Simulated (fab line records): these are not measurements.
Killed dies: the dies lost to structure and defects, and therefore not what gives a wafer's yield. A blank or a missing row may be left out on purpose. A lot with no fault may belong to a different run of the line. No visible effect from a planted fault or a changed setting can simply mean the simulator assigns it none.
fab line records	flow n5-finfet
record: lots: 24	wafers: 72	last-day: 17
route steps=1938 shown ZERO_LAYER@13 PMOS_HMC_CHANNEL_EPI@57 FIN_SAQP@100
lots that met no fault: taken from a fault-free run of the same line
start-h: the number of hours between the record's first day and the start of the first shown wafer of the lot	wait-h: hours since the lot's step before	" unchanged from the row above	L1.1+2: a single row standing in for several wafers	- value missing, or start not given	* or withheld: withheld	< > ~ a bound
route shown NAME@n: a module of which the file shows steps, and the number in the route of the first	usual: mean/standard deviation of fault-free wafers	same: alike in all rows	chamber/n: place in a boat	sites: the reading at each site	_std_site: the values' standard deviation	_edge_site: outer sites' mean less inner sites'	radius-mm: for every site, how far away it sits from the centre of the wafer	mask NAME#n: copy n	behind: the most recent tool/chamber to have shaped the wafer	hold: why the lot was held/for how many hours/how that ended	device: names the non-switching transistor (n, p or np)	end of line: the route-end tests of the same wafers	step lacking rows: just its recipe	killed: dies lost to structure and defects at the first sort, not the wafer's yield	map: shows each die of a wafer: x if killed, . if not, _ if none is there
set.NAME: the setting that was run; set.NAME@STEP: the one run at that earlier step	model.NAME: the simulator's own value behind a step, which no gauge read
one table for each step of the route and one row for each wafer, over a sample of lots
services: from which hour (start-h, from the record's first day; less than 0 if before it) a tool's chamber was out of use, for how many hours, and why
== steps ==
step: N5_ZERO_LAYER_CD_MEAS_11
recipe: target-cd-nm: 2000	landing-energy-ev: 500	detector: se-inlens
usual: cd-nm: 2000.1/2
lot.wafer	tool	chamber	start-h	wait-h	cd-nm
L074.1	cd-sem-02	0	12.64	-	2001.0
L074.2	"	0	"	"	2000.1
L074.3	"	0	"	"	1998.9
L075.2	cd-sem-03	0	18.77	-	1998.8
L075.5	"	0	"	"	2000.2
L075.6	"	0	"	"	2001.9
L076.3	cd-sem-01	0	24.79	-	1999.7
L076.4	"	0	"	"	2002.3
L076.5	"	0	"	"	1998.8
L077.3	cd-sem-02	0	30.64	-	1997.6
L077.5	"	0	"	"	1999.9
L077.6	"	0	"	"	1998.3
L078.2	cd-sem-03	0	36.78	-	2000.1
L078.3	"	0	"	"	2001.5
L078.4	"	0	"	"	2000.9
L079.1	cd-sem-03	0	42.77	-	1998.8
L079.3	"	0	"	"	1997.3
L079.4	"	0	"	"	1997.2
L080.2	cd-sem-03	0	48.77	-	2002.0
L080.4	"	0	"	"	2003.9
L080.6	"	0	"	"	2005.0
L081.2	cd-sem-03	0	54.64	-	1999.6
L081.5	"	0	"	"	2001.0
L081.6	"	0	"	"	2004.8
L082.1	cd-sem-03	0	60.64	-	1998.5
L082.4	"	0	"	"	2000.8
L082.5	"	0	"	"	1999.3
L083.1	cd-sem-01	0	66.64	-	1999.1
L083.4	"	0	"	"	2001.8
L083.6	"	0	"	"	1997.7
L084.1	cd-sem-02	0	72.77	-	1999.7
L084.3	"	0	"	"	1999.8
L084.4	"	0	"	"	2003.1
L085.3	cd-sem-02	0	78.78	-	1999.0
L085.5	"	0	"	"	1997.7
L085.6	"	0	"	"	1999.9
L086.1	cd-sem-01	0	84.64	-	2000.5
L086.2	"	0	"	"	1997.3
L086.4	"	0	"	"	1999.6
L087.1	cd-sem-02	0	90.77	-	1998.2
L087.3	"	0	"	"	2002.1
L087.6	"	0	"	"	1997.6
L088.1	cd-sem-02	0	96.64	-	2000.2
L088.2	"	0	"	"	1997.4
L088.4	"	0	"	"	1997.2
L089.1	cd-sem-01	0	102.65	-	1997.2
L089.2	"	0	"	"	2003.6
L089.4	"	0	"	"	1999.8
L090.3	cd-sem-01	0	108.77	-	1999.7
L090.4	"	0	"	"	2000.7
L090.6	"	0	"	"	1998.0
L091.2	cd-sem-01	0	114.77	-	2001.0
L091.3	"	0	"	"	2001.0
L091.5	"	0	"	"	2003.7
L092.2	cd-sem-03	0	120.64	-	1997.6
L092.3	"	0	"	"	1999.6
L092.4	"	0	"	"	1998.9
L093.4	cd-sem-01	0	126.78	-	1996.2
L093.5	"	0	"	"	1999.2
L093.6	"	0	"	"	1996.5
L094.1	cd-sem-01	0	132.77	-	2002.7
L094.3	"	0	"	"	2001.4
L094.5	"	0	"	"	1999.2
L095.3	cd-sem-03	0	138.68	-	2001.2
L095.4	"	0	"	"	1998.1
L095.5	"	0	"	"	1999.7
L096.3	cd-sem-01	0	144.78	-	2000.9
L096.5	"	0	"	"	2001.3
L096.6	"	0	"	"	1997.5
L097.1	cd-sem-02	0	150.77	-	1999.0
L097.3	"	0	"	"	1998.3
L097.5	"	0	"	"	1998.6
step: N5_PMOS_HMC_CHANNEL_EPI_HM_DEP_34
recipe: material: SiO2	target-thk-a: 360	temp-c: 400	precursor: TEOS/O2	pressure-torr: 6.5	rf-w: 900	teos-flow-sccm: 161.4	gas: O2	flow-sccm: 2650	time-s: 6.9
usual: chamber-pressure-Torr: 6.501/0.013	heater-power-w: 529/80	showerhead-plenum-p-Torr: 8.35/0.041	throttle-valve-pct: 18.5/0.93
lot.wafer	tool	chamber	start-h	wait-h	chamber-pressure-Torr	heater-power-w	showerhead-plenum-p-Torr	throttle-valve-pct
L074.1	pecvd-02	2	17.66	0.0	6.507	444	8.33	17.3
L074.2	"	0	"	"	6.511	627	8.37	19.0
L074.3	"	1	"	"	6.491	542	8.38	19.3
L075.2	pecvd-01	2	22.89	0.0	6.484	472	8.34	17.3
L075.5	"	0	"	"	6.506	605	8.27	18.6
L075.6	"	2	"	"	6.462	465	8.31	17.4
L076.3	pecvd-01	1	32.17	0.0	6.510	501	8.29	18.6
L076.4	"	2	"	"	6.512	514	8.33	17.5
L076.5	"	0	"	"	6.498	595	8.25	18.5
L077.3	pecvd-01	0	34.65	0.0	6.492	679	8.23	18.7
L077.5	"	1	"	"	6.489	562	8.29	18.8
L077.6	"	2	"	"	6.518	505	8.30	17.4
L078.2	pecvd-03	1	40.95	0.1	6.505	497	8.36	19.2
L078.3	"	0	"	"	6.509	483	8.36	18.8
L078.4	"	2	"	"	6.507	476	8.39	18.1
L079.1	pecvd-02	0	46.96	0.0	6.479	550	8.37	18.9
L079.3	"	1	"	"	6.476	701	8.37	19.4
L079.4	"	0	"	"	6.498	565	8.39	19.2
L080.2	pecvd-02	0	53.33	0.0	6.515	687	8.37	19.1
L080.4	"	1	"	"	6.514	673	8.40	19.4
L080.6	"	2	"	"	6.502	505	8.34	16.0
L081.2	pecvd-01	2	58.94	0.0	6.506	457	8.32	17.4
L081.5	"	0	"	"	6.493	526	8.28	18.6
L081.6	"	2	"	"	6.506	451	8.35	17.5
L082.1	pecvd-03	2	64.59	0.0	6.498	493	8.37	18.1
L082.4	"	2	"	"	6.501	487	8.41	17.7
L082.5	"	1	"	"	6.494	408	8.38	19.4
L083.1	pecvd-03	0	76.34	0.0	6.504	492	8.38	18.6
L083.4	"	2	"	"	6.524	379	8.39	17.7
L083.6	"	0	"	"	6.493	499	8.38	18.9
L084.1	pecvd-01	1	77.38	0.0	6.489	519	8.31	18.4
L084.3	"	0	"	"	6.502	634	8.26	18.6
L084.4	"	2	"	"	6.511	517	8.32	17.4
L085.3	pecvd-02	0	82.98	0.0	6.511	570	8.39	19.2
L085.5	"	0	"	"	6.498	565	8.37	19.1
L085.6	"	1	"	"	6.483	668	8.37	19.4
L086.1	pecvd-03	2	89.13	0.0	6.498	472	8.42	17.8
L086.2	"	1	"	"	6.499	477	8.35	19.3
L086.4	"	1	"	"	6.489	463	8.37	19.2
L087.1	pecvd-03	0	95.64	0.0	6.504	404	8.36	19.0
L087.3	"	2	"	"	6.513	494	8.38	17.8
L087.6	"	0	"	"	6.495	398	8.37	19.0
L088.1	pecvd-03	2	105.18	0.0	6.509	465	8.37	17.6
L088.2	"	0	"	"	6.480	511	8.36	19.1
L088.4	"	2	"	"	6.503	464	8.38	18.0
L089.1	pecvd-03	2	107.51	0.0	6.500	411	8.39	17.9
L089.2	"	0	"	"	6.483	486	8.37	18.8
L089.4	"	1	"	"	6.510	461	8.37	19.3
L090.3	pecvd-02	0	113.76	0.0	6.502	586	8.39	19.2
L090.4	"	0	"	"	6.495	587	8.38	19.2
L090.6	"	1	"	"	6.500	653	8.36	19.3
L091.2	pecvd-02	0	119.13	0.0	6.482	615	8.34	19.2
L091.3	"	2	"	"	6.519	520	8.32	16.2
L091.5	"	1	"	"	6.535	549	8.38	19.3
L092.2	pecvd-03	0	125.57	0.0	6.514	522	8.37	19.2
L092.3	"	1	"	"	6.499	526	8.38	19.6
L092.4	"	1	"	"	6.502	521	8.36	19.0
L093.4	pecvd-03	2	133.58	0.0	6.523	483	8.39	18.0
L093.5	"	0	"	"	6.497	517	8.36	19.1
L093.6	"	1	"	"	6.494	411	8.38	19.3
L094.1	pecvd-02	0	137.21	0.0	6.476	668	8.36	19.3
L094.3	"	2	"	"	6.492	493	8.31	16.3
L094.5	"	0	"	"	6.490	689	8.38	19.3
L095.3	pecvd-01	1	142.94	0.0	6.493	497	8.29	18.6
L095.4	"	2	"	"	6.496	484	8.31	17.5
L095.5	"	0	"	"	6.506	644	8.25	18.6
L096.3	pecvd-02	2	149.28	0.0	6.498	478	8.34	16.5
L096.5	"	1	"	"	6.492	699	8.38	19.3
L096.6	"	2	"	"	6.521	486	8.33	16.2
L097.1	pecvd-01	0	154.96	0.0	6.504	554	8.28	18.8
L097.3	"	2	"	"	6.505	432	8.32	17.8
L097.5	"	1	"	"	6.514	538	8.31	18.6
step: N5_PMOS_HMC_CHANNEL_EPI_INSPECT_30
recipe: inspect-instrument: darkfield	mode: post-epi
usual: raw-defect-count: 18/5.7
lot.wafer	tool	chamber	start-h	wait-h	raw-defect-count
L074.1	defect-inspect-02	-	21.52	0.0	24
L074.2	"	-	"	"	13
L074.3	"	-	"	"	17
L075.2	defect-inspect-01	-	27.21	0.0	21
L075.5	"	-	"	"	16
L075.6	"	-	"	"	16
L076.3	defect-inspect-01	-	36.35	0.0	20
L076.4	"	-	"	"	12
L076.5	"	-	"	"	15
L077.3	defect-inspect-01	-	38.12	0.0	15
L077.5	"	-	"	"	23
L077.6	"	-	"	"	14
L078.2	defect-inspect-02	-	44.30	0.0	22
L078.3	"	-	"	"	15
L078.4	"	-	"	"	20
L079.1	defect-inspect-01	-	50.20	0.0	8
L079.3	"	-	"	"	10
L079.4	"	-	"	"	16
L080.2	defect-inspect-02	-	57.06	0.0	21
L080.4	"	-	"	"	17
L080.6	"	-	"	"	17
L081.2	defect-inspect-02	-	62.57	0.0	17
L081.5	"	-	"	"	14
L081.6	"	-	"	"	27
L082.1	defect-inspect-02	-	68.33	0.0	16
L082.4	"	-	"	"	23
L082.5	"	-	"	"	17
L083.1	defect-inspect-01	-	80.29	0.0	16
L083.4	"	-	"	"	15
L083.6	"	-	"	"	20
L084.1	defect-inspect-01	-	80.49	0.0	12
L084.3	"	-	"	"	27
L084.4	"	-	"	"	16
L085.3	defect-inspect-01	-	86.34	0.0	13
L085.5	"	-	"	"	16
L085.6	"	-	"	"	20
L086.1	defect-inspect-01	-	92.46	0.0	11
L086.2	"	-	"	"	24
L086.4	"	-	"	"	9
L087.1	defect-inspect-01	-	99.24	0.0	12
L087.3	"	-	"	"	22
L087.6	"	-	"	"	13
L088.1	defect-inspect-02	-	108.47	0.0	15
L088.2	"	-	"	"	13
L088.4	"	-	"	"	25
L089.1	defect-inspect-01	-	110.62	0.0	13
L089.2	"	-	"	"	19
L089.4	"	-	"	"	13
L090.3	defect-inspect-02	-	118.09	0.0	15
L090.4	"	-	"	"	20
L090.6	"	-	"	"	16
L091.2	defect-inspect-01	-	122.35	0.0	5
L091.3	"	-	"	"	16
L091.5	"	-	"	"	15
L092.2	defect-inspect-01	-	130.04	0.0	29
L092.3	"	-	"	"	20
L092.4	"	-	"	"	15
L093.4	defect-inspect-01	-	137.20	0.0	11
L093.5	"	-	"	"	27
L093.6	"	-	"	"	20
L094.1	defect-inspect-02	-	140.66	0.0	38
L094.3	"	-	"	"	14
L094.5	"	-	"	"	16
L095.3	defect-inspect-01	-	146.83	0.0	16
L095.4	"	-	"	"	18
L095.5	"	-	"	"	25
L096.3	defect-inspect-01	-	153.07	0.0	27
L096.5	"	-	"	"	22
L096.6	"	-	"	"	16
L097.1	defect-inspect-02	-	158.07	0.0	23
L097.3	"	-	"	"	21
L097.5	"	-	"	"	26
step: N5_FIN_SAQP_PECVD_06
recipe: material: a-Si	target-thk-a: 600	temp-c: 400	precursor: SiH4/He	pressure-torr: 3	rf-w: 100	time-s: 48.1
usual: chamber-pressure-Torr: 3.000/0.0069	heater-power-w: 818/90	showerhead-plenum-p-Torr: 5.69/0.032	throttle-valve-pct: 18.0/1
lot.wafer	tool	chamber	start-h	wait-h	chamber-pressure-Torr	heater-power-w	showerhead-plenum-p-Torr	throttle-valve-pct
L074.1	pecvd-04	1	22.34	0.0	2.998	943	5.63	16.9
L074.2	"	0	"	"	3.009	800	5.64	19.4
L074.3	"	2	"	"	2.987	840	5.68	17.5
L075.2	pecvd-04	0	28.06	0.0	2.999	818	5.65	19.5
L075.5	"	2	"	"	2.994	954	5.67	17.5
L075.6	"	0	"	"	2.997	811	5.64	19.3
L076.3	pecvd-02	0	37.17	0.0	2.992	948	5.70	18.4
L076.4	"	1	"	"	3.006	893	5.70	18.7
L076.5	"	1	"	"	3.002	893	5.70	18.8
L077.3	pecvd-04	1	38.89	0.0	2.998	934	5.64	16.9
L077.5	"	2	"	"	3.003	931	5.67	17.4
L077.6	"	0	"	"	2.991	772	5.65	19.4
L078.2	pecvd-03	2	45.30	0.0	3.000	780	5.74	17.3
L078.3	"	0	"	"	3.001	741	5.68	18.4
L078.4	"	2	"	"	3.007	789	5.74	17.4
L079.1	pecvd-03	1	50.97	0.0	3.003	767	5.69	18.7
L079.3	"	2	"	"	2.998	669	5.72	17.5
L079.4	"	0	"	"	3.008	762	5.70	18.6
L080.2	pecvd-04	0	57.82	0.0	2.986	801	5.64	19.4
L080.4	"	0	"	"	2.995	816	5.65	19.3
L080.6	"	1	"	"	3.010	962	5.65	17.0
L081.2	pecvd-04	0	63.32	0.0	2.996	740	5.65	19.4
L081.5	"	0	"	"	2.997	757	5.66	19.7
L081.6	"	1	"	"	3.002	859	5.63	16.8
L082.1	pecvd-02	2	69.28	0.0	3.013	765	5.65	15.7
L082.4	"	2	"	"	3.009	763	5.65	15.7
L082.5	"	0	"	"	3.006	822	5.70	18.3
L083.1	pecvd-03	1	81.04	0.0	2.991	800	5.70	18.8
L083.4	"	2	"	"	2.995	711	5.75	17.4
L083.6	"	1	"	"	3.004	809	5.68	18.8
L084.1	pecvd-03	2	81.49	0.0	3.004	658	5.73	17.3
L084.3	"	0	"	"	2.993	814	5.70	18.6
L084.4	"	1	"	"	3.002	767	5.70	18.9
L085.3	pecvd-03	0	87.94	0.0	3.007	796	5.70	18.5
L085.5	"	1	"	"	3.008	702	5.70	19.0
L085.6	"	2	"	"	3.004	768	5.74	17.6
L086.1	pecvd-03	2	93.22	0.0	2.999	760	5.73	17.2
L086.2	"	0	"	"	2.997	733	5.70	18.6
L086.4	"	1	"	"	2.993	717	5.70	18.8
L087.1	pecvd-02	0	99.99	0.0	2.995	884	5.71	18.6
L087.3	"	2	"	"	3.007	662	5.63	15.6
L087.6	"	1	"	"	3.000	818	5.70	18.8
L088.1	pecvd-04	2	109.42	0.0	3.005	957	5.66	17.3
L088.2	"	0	"	"	2.998	725	5.65	19.6
L088.4	"	1	"	"	2.993	801	5.63	17.3
L089.1	pecvd-03	0	111.37	0.0	2.985	774	5.69	18.8
L089.2	"	2	"	"	3.004	792	5.73	17.6
L089.4	"	1	"	"	2.994	799	5.70	18.8
L090.3	pecvd-02	1	118.84	0.0	3.005	949	5.70	19.0
L090.4	"	0	"	"	2.991	925	5.72	18.8
L090.6	"	1	"	"	3.008	952	5.70	18.6
L091.2	pecvd-03	2	123.10	0.0	3.001	740	5.72	17.5
L091.3	"	1	"	"	2.996	770	5.70	18.7
L091.5	"	0	"	"	3.003	785	5.70	18.5
L092.2	pecvd-04	0	130.85	0.0	3.006	792	5.64	19.4
L092.3	"	1	"	"	2.997	874	5.64	16.9
L092.4	"	0	"	"	3.002	790	5.64	19.6
L093.4	pecvd-02	2	138.47	0.0	3.005	777	5.64	16.2
L093.5	"	0	"	"	2.989	990	5.68	18.8
L093.6	"	1	"	"	2.998	842	5.71	18.4
L094.1	pecvd-03	2	141.41	0.0	2.993	700	5.74	17.3
L094.3	"	0	"	"	2.989	750	5.69	18.4
L094.5	"	2	"	"	3.003	688	5.73	17.0
L095.3	pecvd-04	0	148.02	0.0	3.006	797	5.65	19.2
L095.4	"	0	"	"	3.003	793	5.65	19.2
L095.5	"	2	"	"	3.001	999	5.68	17.7
L096.3	pecvd-03	2	153.81	0.0	3.014	688	5.74	17.5
L096.5	"	0	"	"	3.002	685	5.70	18.7
L096.6	"	1	"	"	2.994	758	5.71	18.7
L097.1	pecvd-02	0	159.38	0.0	2.991	838	5.71	18.8
L097.3	"	1	"	"	3.006	968	5.71	18.8
L097.5	"	1	"	"	2.999	934	5.72	18.8
step: N5_FIN_SAQP_THK_MEAS_07
usual: thk-nm: 59.9/0.88
lot.wafer	tool	chamber	start-h	wait-h	thk-nm
L074.1	film-metro-01	-	22.43	0.1	60.9
L074.2	"	-	"	"	59.9
L074.3	"	-	"	"	60.0
L075.2	film-metro-02	-	28.15	0.1	58.6
L075.5	"	-	"	"	60.4
L075.6	"	-	"	"	59.2
L076.3	film-metro-02	-	37.26	0.1	60.6
L076.4	"	-	"	"	59.8
L076.5	"	-	"	"	59.9
L077.3	film-metro-02	-	38.98	0.1	60.2
L077.5	"	-	"	"	61.0
L077.6	"	-	"	"	59.5
L078.2	film-metro-01	-	45.39	0.1	58.5
L078.3	"	-	"	"	59.7
L078.4	"	-	"	"	59.9
L079.1	film-metro-01	-	51.06	0.1	58.8
L079.3	"	-	"	"	58.7
L079.4	"	-	"	"	60.4
L080.2	film-metro-01	-	57.91	0.1	57.5
L080.4	"	-	"	"	59.0
L080.6	"	-	"	"	60.0
L081.2	film-metro-02	-	63.41	0.1	59.6
L081.5	"	-	"	"	59.8
L081.6	"	-	"	"	61.1
L082.1	film-metro-02	-	69.37	0.1	59.8
L082.4	"	-	"	"	61.0
L082.5	"	-	"	"	61.6
L083.1	film-metro-02	-	81.13	0.1	60.0
L083.4	"	-	"	"	60.0
L083.6	"	-	"	"	61.2
L084.1	film-metro-02	-	81.58	0.1	58.0
L084.3	"	-	"	"	59.3
L084.4	"	-	"	"	59.9
L085.3	film-metro-01	-	88.03	0.1	59.3
L085.5	"	-	"	"	60.6
L085.6	"	-	"	"	58.8
L086.1	film-metro-01	-	93.31	0.1	57.8
L086.2	"	-	"	"	58.7
L086.4	"	-	"	"	59.4
L087.1	film-metro-01	-	100.08	0.1	60.2
L087.3	"	-	"	"	59.2
L087.6	"	-	"	"	60.0
L088.1	film-metro-01	-	109.51	0.1	60.8
L088.2	"	-	"	"	59.6
L088.4	"	-	"	"	61.7
L089.1	film-metro-01	-	111.45	0.1	59.7
L089.2	"	-	"	"	58.6
L089.4	"	-	"	"	60.6
L090.3	film-metro-02	-	118.93	0.1	59.5
L090.4	"	-	"	"	60.4
L090.6	"	-	"	"	59.2
L091.2	film-metro-01	-	123.19	0.1	58.5
L091.3	"	-	"	"	59.4
L091.5	"	-	"	"	60.7
L092.2	film-metro-02	-	130.94	0.1	58.9
L092.3	"	-	"	"	59.5
L092.4	"	-	"	"	59.5
L093.4	film-metro-02	-	138.53	0.0	61.3
L093.5	"	-	"	"	61.5
L093.6	"	-	"	"	61.0
L094.1	film-metro-01	-	141.50	0.1	58.9
L094.3	"	-	"	"	59.8
L094.5	"	-	"	"	59.5
L095.3	film-metro-01	-	148.11	0.1	58.9
L095.4	"	-	"	"	60.1
L095.5	"	-	"	"	61.9
L096.3	film-metro-01	-	153.90	0.1	59.5
L096.5	"	-	"	"	61.1
L096.6	"	-	"	"	60.6
L097.1	film-metro-01	-	159.47	0.1	60.7
L097.3	"	-	"	"	60.1
L097.5	"	-	"	"	61.2
step: N5_FIN_SAQP_STRIP_55
recipe: chemistry: N2/H2	power-w: 500	temp-c: 40	pressure-mtorr: 50	rf-frequency-hz: 6e+07	overash-fraction: 0.3	bias-power-w: 28	h2-frac: 0.5	n2-flow-sccm: 300	h2-flow-sccm: 300
usual: drypump-motor-current-A: 5.8/0.46	oes-product-au: 0.78/0.1	rf-vpp-V: 121.8/1.5	showerhead-plenum-p-Torr: 3.36/0.1	throttle-valve-pct: 19.0/0.3
lot.wafer	tool	chamber	start-h	wait-h	drypump-motor-current-A	oes-product-au	rf-hours-counter-h	rf-vpp-V	showerhead-plenum-p-Torr	throttle-valve-pct
L074.1	rie-diel-02	3	23.41	0.1	6.3	0.76	152	124.6	3.50	18.7
L074.2	"	0	"	"	6.0	1.03	1	121.2	3.43	18.8
L074.3	"	2	"	"	5.9	0.79	109	124.2	3.27	19.2
L075.2	rie-diel-04	0	29.14	0.1	5.5	0.70	233	121.1	3.16	18.6
L075.5	"	0	"	"	5.5	0.71	-	121.4	3.16	18.6
L075.6	"	3	"	"	5.5	0.91	-	123.4	3.29	18.9
L076.3	rie-diel-03	2	38.30	0.1	4.8	0.72	215	121.0	3.32	18.8
L076.4	"	3	"	"	6.1	0.99	2	124.9	3.43	18.7
L076.5	"	2	"	"	4.8	0.71	-	121.9	3.32	18.8
L077.3	rie-diel-03	1	39.97	0.1	6.3	0.70	226	123.8	3.46	19.3
L077.5	"	0	"	"	5.7	0.68	-	118.8	3.32	19.6
L077.6	"	1	"	"	6.3	0.70	-	124.0	3.46	19.3
L078.2	rie-diel-03	1	46.23	0.1	6.2	0.70	228	123.0	3.46	19.3
L078.3	"	0	"	"	5.8	0.67	230	123.8	3.32	19.6
L078.4	"	3	"	"	6.1	0.98	4	122.2	3.43	18.7
L079.1	rie-diel-02	1	52.26	0.1	5.6	0.72	188	120.0	3.20	18.5
L079.3	"	3	"	"	6.3	0.74	162	122.6	3.50	18.7
L079.4	"	0	"	"	5.9	0.98	11	119.7	3.42	18.8
L080.2	rie-diel-03	1	59.06	0.2	6.3	0.69	232	121.0	3.46	19.3
L080.4	"	1	"	"	6.3	0.69	-	124.2	3.46	19.3
L080.6	"	2	"	"	4.8	0.71	-	120.8	3.31	18.8
L081.2	rie-diel-04	3	64.42	0.1	5.5	0.88	22	123.7	3.29	18.9
L081.5	"	0	"	"	5.5	0.68	-	121.1	3.16	18.7
L081.6	"	1	"	"	5.7	0.78	-	122.6	3.50	19.2
L082.1	rie-diel-02	2	70.34	0.1	5.9	0.77	126	120.7	3.26	19.2
L082.4	"	0	"	"	5.9	0.97	17	120.9	3.42	18.8
L082.5	"	0	"	"	5.9	0.96	-	121.1	3.42	18.8
L083.1	rie-diel-04	3	82.11	0.1	5.6	0.88	30	121.0	3.28	19.0
L083.4	"	1	"	"	5.7	0.78	-	121.4	3.50	19.2
L083.6	"	2	"	"	6.3	0.73	-	121.9	3.33	19.0
L084.1	rie-diel-03	1	82.41	0.1	6.3	0.69	243	123.2	3.45	19.3
L084.3	"	3	"	"	6.1	0.95	18	122.1	3.42	18.8
L084.4	"	2	"	"	4.8	0.70	231	122.6	3.31	18.8
L085.3	rie-diel-04	3	89.02	0.1	5.5	0.87	32	122.4	3.28	19.0
L085.5	"	2	"	"	6.3	0.73	-	122.1	3.33	19.0
L085.6	"	3	"	"	5.5	0.87	-	123.5	3.28	19.0
L086.1	rie-diel-02	3	94.30	0.1	6.3	0.74	175	121.5	3.49	18.7
L086.2	"	2	"	"	5.9	0.76	134	118.8	3.26	19.2
L086.4	"	2	"	"	5.9	0.76	-	120.2	3.26	19.2
L087.1	rie-diel-02	1	101.04	0.1	5.6	0.71	205	120.4	3.19	18.5
L087.3	"	2	"	"	5.9	0.76	-	125.1	3.25	19.2
L087.6	"	1	"	"	5.6	0.70	-	123.1	3.19	18.5
L088.1	rie-diel-03	0	110.35	0.1	5.8	0.67	250	119.7	3.31	19.6
L088.2	"	3	"	"	6.1	0.91	30	120.7	3.42	18.7
L088.4	"	0	"	"	5.7	0.68	-	120.7	3.31	19.6
L089.1	rie-diel-03	3	112.29	0.1	6.1	0.91	30	121.3	3.42	18.8
L089.2	"	0	"	"	5.7	0.68	250	121.1	3.31	19.7
L089.4	"	3	"	"	6.1	0.93	-	124.3	3.42	18.8
L090.3	rie-diel-04	2	119.99	0.1	6.3	0.73	223	120.6	3.32	19.0
L090.4	"	1	"	"	5.7	0.78	160	122.3	3.49	19.3
L090.6	"	2	"	"	6.3	0.72	-	122.0	3.32	19.0
L091.2	rie-diel-03	3	124.54	0.1	6.1	0.90	36	120.5	3.42	18.8
L091.3	"	2	"	"	4.8	0.69	250	119.9	3.30	18.9
L091.5	"	0	"	"	5.8	0.67	-	120.4	3.30	19.6
L092.2	rie-diel-02	1	132.23	0.1	5.6	0.68	220	120.3	3.18	18.6
L092.3	"	2	"	"	5.9	0.74	153	121.0	3.25	19.2
L092.4	"	0	"	"	5.9	0.91	35	122.6	3.41	18.8
L093.4	rie-diel-03	3	140.01	0.1	6.1	0.89	-	121.2	3.41	18.8
L093.5	"	1	"	"	6.2	0.97	-	121.5	3.45	19.0
L093.6	"	2	"	"	4.8	0.70	-	121.8	3.29	18.9
L094.1	rie-diel-03	3	142.68	0.1	6.1	0.88	48	121.8	3.41	18.8
L094.3	"	1	"	"	6.2	0.95	3	122.4	3.45	19.0
L094.5	"	1	"	"	6.2	0.94	-	123.5	3.45	19.0
L095.3	rie-diel-04	2	148.95	0.1	6.2	0.71	229	120.1	3.32	19.0
L095.4	"	3	"	"	5.5	0.83	50	120.1	3.27	19.0
L095.5	"	1	"	"	5.7	0.76	-	120.8	3.49	19.3
L096.3	rie-diel-03	3	154.90	0.1	6.1	0.86	52	122.2	3.41	18.8
L096.5	"	3	"	"	6.1	0.86	-	124.5	3.41	18.8
L096.6	"	1	"	"	6.3	0.91	-	121.6	3.45	19.0
L097.1	rie-diel-02	3	160.44	0.1	6.3	0.73	193	121.8	3.48	18.7
L097.3	"	0	"	"	5.9	0.91	46	124.8	3.40	18.8
L097.5	"	0	"	"	5.9	0.90	-	122.1	3.40	18.8
== services ==
tool	chamber	start-h	hours	kind
pecvd-03	-	10.42	2.8	pm
rie-diel-03	3	15.72	-	clean
rie-diel-03	3	15.72	-	consumable-replace:focus-ring
pecvd-02	2	21.12	-	clean
pecvd-02	2	21.12	-	consumable-replace:showerhead
pecvd-02	2	21.12	29.0	scheduled-down
pecvd-02	2	21.12	29.0	vent-cycle
pecvd-01	-	34.86	6.0	pm
rie-diel-02	-	34.89	0.7	repair
pecvd-03	0	37.38	2.1	scheduled-down
pecvd-01	1	47.04	3.5	repair
pecvd-04	-	56.43	0.3	repair
rie-diel-02	1	56.93	4.6	repair
rie-diel-03	0	57.56	11.0	repair
rie-diel-04	2	58.03	14.0	repair
pecvd-02	1	86.10	4.6	repair
pecvd-02	-	89.90	6.0	pm
rie-diel-02	0	91.45	11.1	repair
rie-diel-02	3	99.64	9.0	repair
pecvd-01	-	114.37	0.5	repair
rie-diel-02	3	117.67	8.6	repair
pecvd-04	-	119.65	6.0	pm
rie-diel-04	-	122.84	15.6	pm
pecvd-02	2	131.25	2.1	scheduled-down
== key ==
fault none
